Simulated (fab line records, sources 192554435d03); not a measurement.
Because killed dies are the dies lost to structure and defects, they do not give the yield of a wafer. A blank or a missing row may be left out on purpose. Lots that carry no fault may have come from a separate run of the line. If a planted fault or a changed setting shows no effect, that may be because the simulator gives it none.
Lot-split experiment :: flow n5-finfet :: 39 wafers read from 7 lots, route of 1938 steps

== ON THE SPLIT ==
At N5_DUMMY_GATE_ETCH_42 (etches SiO2 in CHF3/O2, target depth 3.5 nm, time 31 s), the setting bias-w was moved away from the recipe's 12 W on 15 of the 39 wafers read, by -15.5% to +15.3%. For the rest of the wafers, this setting stayed at what the recipe calls for.

The reading is taken at the split's own step.

== THE READING ==
rf-vpp-V, in V, at N5_DUMMY_GATE_ETCH_42 (etches SiO2 in CHF3/O2, target depth 3.5 nm, time 31 s). On this fab line, fault-free wafers typically give 42.6 V with a standard deviation of 1 V.

wafer: L075.1
tool, chamber at the split: rie-diel-01, 3
bias-w as run, W: 10.14
against the recipe: -15.5%
rf-vpp-V, V: 37.7
against lot-mates on the recipe: -5.2

wafer: L075.2
tool, chamber at the split: rie-diel-01, 2
bias-w as run, W: 10.14
against the recipe: -15.5%
rf-vpp-V, V: 37.3
against lot-mates on the recipe: -5.6

wafer: L075.3
tool, chamber at the split: rie-diel-01, 0
bias-w as run, W: 12
against the recipe: recipe
rf-vpp-V, V: 43.4
against lot-mates on the recipe: -

wafer: L075.4
tool, chamber at the split: rie-diel-01, 1
bias-w as run, W: 12
against the recipe: recipe
rf-vpp-V, V: 41.2
against lot-mates on the recipe: -

wafer: L075.5
tool, chamber at the split: rie-diel-01, 1
bias-w as run, W: 12
against the recipe: recipe
rf-vpp-V, V: 44.1
against lot-mates on the recipe: -

wafer: L075.6
tool, chamber at the split: rie-diel-01, 2
bias-w as run, W: 10.14
against the recipe: -15.5%
rf-vpp-V, V: 38.1
against lot-mates on the recipe: -4.8

wafer: L078.4
tool, chamber at the split: rie-diel-03, 3
bias-w as run, W: 12
against the recipe: recipe
rf-vpp-V, V: 41.7
against lot-mates on the recipe: -

wafer: L078.5
tool, chamber at the split: rie-diel-03, 2
bias-w as run, W: 12
against the recipe: recipe
rf-vpp-V, V: 43.5
against lot-mates on the recipe: -

wafer: L078.6
tool, chamber at the split: rie-diel-03, 1
bias-w as run, W: 12
against the recipe: recipe
rf-vpp-V, V: 42.5
against lot-mates on the recipe: -

wafer: L079.1
tool, chamber at the split: rie-diel-04, 2
bias-w as run, W: 12
against the recipe: recipe
rf-vpp-V, V: 42.1
against lot-mates on the recipe: -

wafer: L079.2
tool, chamber at the split: rie-diel-04, 0
bias-w as run, W: 12
against the recipe: recipe
rf-vpp-V, V: 43.1
against lot-mates on the recipe: -

wafer: L079.3
tool, chamber at the split: rie-diel-04, 1
bias-w as run, W: 12
against the recipe: recipe
rf-vpp-V, V: 43.3
against lot-mates on the recipe: -

wafer: L079.4
tool, chamber at the split: rie-diel-04, 3
bias-w as run, W: 12
against the recipe: recipe
rf-vpp-V, V: 43.4
against lot-mates on the recipe: -

wafer: L079.5
tool, chamber at the split: rie-diel-04, 1
bias-w as run, W: 12
against the recipe: recipe
rf-vpp-V, V: 41.8
against lot-mates on the recipe: -

wafer: L079.6
tool, chamber at the split: rie-diel-04, 0
bias-w as run, W: 12
against the recipe: recipe
rf-vpp-V, V: 41.7
against lot-mates on the recipe: -

wafer: L086.1
tool, chamber at the split: rie-diel-03, 1
bias-w as run, W: 12
against the recipe: recipe
rf-vpp-V, V: 42.6
against lot-mates on the recipe: -

wafer: L086.2
tool, chamber at the split: rie-diel-03, 3
bias-w as run, W: 10.95
against the recipe: -8.8%
rf-vpp-V, V: 40.6
against lot-mates on the recipe: -2.3

wafer: L086.3
tool, chamber at the split: rie-diel-03, 2
bias-w as run, W: 12
against the recipe: recipe
rf-vpp-V, V: 43.1
against lot-mates on the recipe: -

wafer: L086.4
tool, chamber at the split: rie-diel-03, 0
bias-w as run, W: 12
against the recipe: recipe
rf-vpp-V, V: 42.9
against lot-mates on the recipe: -

wafer: L086.5
tool, chamber at the split: rie-diel-03, 3
bias-w as run, W: 10.95
against the recipe: -8.8%
rf-vpp-V, V: 40.8
against lot-mates on the recipe: -2.1

wafer: L086.6
tool, chamber at the split: rie-diel-03, 0
bias-w as run, W: 10.95
against the recipe: -8.8%
rf-vpp-V, V: 39.9
against lot-mates on the recipe: -3.0

wafer: L089.1
tool, chamber at the split: rie-diel-04, 3
bias-w as run, W: 12
against the recipe: recipe
rf-vpp-V, V: 43.3
against lot-mates on the recipe: -

wafer: L089.2
tool, chamber at the split: rie-diel-04, 1
bias-w as run, W: 12
against the recipe: recipe
rf-vpp-V, V: 42.7
against lot-mates on the recipe: -

wafer: L089.3
tool, chamber at the split: rie-diel-04, 0
bias-w as run, W: 13.84
against the recipe: +15.3%
rf-vpp-V, V: 47.5
against lot-mates on the recipe: +4.6

wafer: L089.4
tool, chamber at the split: rie-diel-04, 2
bias-w as run, W: 13.84
against the recipe: +15.3%
rf-vpp-V, V: 45.2
against lot-mates on the recipe: +2.3

wafer: L089.5
tool, chamber at the split: rie-diel-04, 1
bias-w as run, W: 13.84
against the recipe: +15.3%
rf-vpp-V, V: 46.3
against lot-mates on the recipe: +3.4

wafer: L089.6
tool, chamber at the split: rie-diel-04, 0
bias-w as run, W: 12
against the recipe: recipe
rf-vpp-V, V: 42.8
against lot-mates on the recipe: -

wafer: L093.1
tool, chamber at the split: rie-diel-04, 2
bias-w as run, W: 13.03
against the recipe: +8.6%
rf-vpp-V, V: 44.9
against lot-mates on the recipe: +2.0

wafer: L093.2
tool, chamber at the split: rie-diel-04, 0
bias-w as run, W: 12
against the recipe: recipe
rf-vpp-V, V: 43.7
against lot-mates on the recipe: -

wafer: L093.3
tool, chamber at the split: rie-diel-04, 3
bias-w as run, W: 12
against the recipe: recipe
rf-vpp-V, V: 42.5
against lot-mates on the recipe: -

wafer: L093.4
tool, chamber at the split: rie-diel-04, 1
bias-w as run, W: 13.03
against the recipe: +8.6%
rf-vpp-V, V: 45.0
against lot-mates on the recipe: +2.1

wafer: L093.5
tool, chamber at the split: rie-diel-04, 0
bias-w as run, W: 12
against the recipe: recipe
rf-vpp-V, V: 42.5
against lot-mates on the recipe: -

wafer: L093.6
tool, chamber at the split: rie-diel-04, 1
bias-w as run, W: 13.03
against the recipe: +8.6%
rf-vpp-V, V: 44.4
against lot-mates on the recipe: +1.5

wafer: L096.1
tool, chamber at the split: rie-diel-03, 2
bias-w as run, W: 12
against the recipe: recipe
rf-vpp-V, V: 43.6
against lot-mates on the recipe: -

wafer: L096.2
tool, chamber at the split: rie-diel-03, 3
bias-w as run, W: 12
against the recipe: recipe
rf-vpp-V, V: 41.1
against lot-mates on the recipe: -

wafer: L096.3
tool, chamber at the split: rie-diel-03, 0
bias-w as run, W: 10.67
against the recipe: -11.1%
rf-vpp-V, V: 38.8
against lot-mates on the recipe: -3.6

wafer: L096.4
tool, chamber at the split: rie-diel-03, 1
bias-w as run, W: 10.67
against the recipe: -11.1%
rf-vpp-V, V: 39.2
against lot-mates on the recipe: -3.2

wafer: L096.5
tool, chamber at the split: rie-diel-03, 1
bias-w as run, W: 12
against the recipe: recipe
rf-vpp-V, V: 42.5
against lot-mates on the recipe: -

wafer: L096.6
tool, chamber at the split: rie-diel-03, 0
bias-w as run, W: 10.67
against the recipe: -11.1%
rf-vpp-V, V: 39.4
against lot-mates on the recipe: -3.0

THE FIT
A straight line over all 39 wafers: rf-vpp-V changes by +0.279 V for each +1% of bias-w; r = +0.94; the points scatter about the line by 0.76 V.
The same after taking each lot's own level away (the mean of its wafers on the recipe; 39 wafers): +0.273 V for each +1%; r = +0.94; scatter 0.76 V.
Per that fit: largest bias-w move, reading shift of 4.2 V.
The lots' own levels span 42.40 to 42.93 V, that is 0.5 times the standard deviation above.
The two slopes agree, so the slope changes little with the lot-to-lot level.
Check: with one of the wafers moved furthest among these (-15.5%) left out of the fit, the line predicts -4.31 V for it against its lot-mates. Against them it came out at -5.2 V.
Tool readings at the split's step, against how far the setting was moved: rf-vpp-V r = +0.94.

== OTHER SPLITS ON THESE WAFERS ==
Other splits were also applied to these wafers ahead of the reading. Each is held against what the fit with the lots' levels taken away leaves over:
other split on the same wafers: N5_DUMMY_GATE_EXPOSE_12 dose-mj
wafers away from the commonest value: 15
r with rf-vpp-V (lot level and that fit taken away): +0.00

other split on the same wafers: N5_DUMMY_GATE_ETCH_37 source-w
wafers away from the commonest value: 12
r with rf-vpp-V (lot level and that fit taken away): -0.01

== FILE'S OWN FIT ==
rf-vpp-V changes by +0.276 V for each +1% of bias-w, r = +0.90.
